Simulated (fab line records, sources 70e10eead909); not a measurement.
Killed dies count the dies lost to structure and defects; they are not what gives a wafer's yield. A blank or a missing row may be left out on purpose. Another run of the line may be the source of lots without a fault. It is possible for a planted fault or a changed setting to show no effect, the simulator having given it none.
A lot that was struck, set against a sound lot	flow nandHarc	13 out of 1159 route steps
Sound: these wafers, L739.1, L739.3, L739.5. Struck: wafers L735.1, L735.5, L735.6. The cause is named last.
At each step with rows: each side's tool, then ch and its chambers, then its first start. Under that, the readings that differ: sound wafers	struck wafers	difference of the means	sigmas: that difference in standard deviations of wafers without a fault.
alike: words and numbers the same on both sides, and readings whose means are apart by under 2 such deviations; not compared: readings that were withheld, readings missing a value for some wafer, numbers with overlapping values and no deviation given by the record, and bounds like >300 which may hide the same value.
The two part at a step that has a row with sigmas, a row that says differs or no value, or rows on one side only. Numbers that have no deviation but don't overlap get no sigmas and don't part them. A reading that every wafer of one side lacks parts them only if that side has two wafers or more.

NHARC_A_CONTACT_CVD_19: deposits W, target thk 300 nm, time 802 s.
  sound: cvdW-02 ch 0,1; struck: cvdW-01 ch 0,1
  alike: chamberPressureTorr, heaterPowerOuterW, heaterPowerW, throttleValvePct
NHARC_A_CONTACT_CMP_20: polishes, t overpolish 30 s, target thk 300 nm.
  sound on cmp-01 ch 0,2,3, day 22 18:58; struck on cmp-02 ch 0,2,3, day 22 02:47
  alike: motorCurrentA, overpolishRunS, slurryFlowMlMin, timeToEndpointS
then, 1 step without rows for these wafers: NHARC_A_CONTACT_SRD_22.
NHARC_A_CONTACT_INSPECT_23:
  struck on defectInspect-01, day 22 03:07; sound on defectInspect-01, day 22 19:22
  alike: rawDefectCount
then, 7 steps without rows for these wafers: NHARC_A_BLC_DEHYDRATE_00 (time 120 s); NHARC_A_BLC_HMDS_01 (time 30 s); NHARC_A_BLC_COAT_02 (time 75 s); NHARC_A_BLC_COAT_03 (time 65 s); NHARC_A_BLC_COAT_04 (resist thk 90 nm); NHARC_A_BLC_SOFTBAKE_05 (time 55 s); NHARC_A_BLC_EBR_06.
NHARC_A_BLC_EXPOSE_07: exposes mask A BLC, target cd 100 nm.
  struck on arfiScanner-02, day 22 03:28; sound on arfiScanner-01 ch 0, day 22 19:36
  no value came back on the struck wafers for exposureDoseMJCm2, focusOffsetNm (nm); on the sound wafers exposureDoseMJCm2 reads 67.92 67.94 68.07
  alike: mask
then, 1 step without rows for these wafers: NHARC_A_BLC_PEB_08 (peb time 65 s).

== WHERE THEY PART ==
NHARC_A_BLC_EXPOSE_07 only, going by this record.

WHY: the cause the simulator had injected
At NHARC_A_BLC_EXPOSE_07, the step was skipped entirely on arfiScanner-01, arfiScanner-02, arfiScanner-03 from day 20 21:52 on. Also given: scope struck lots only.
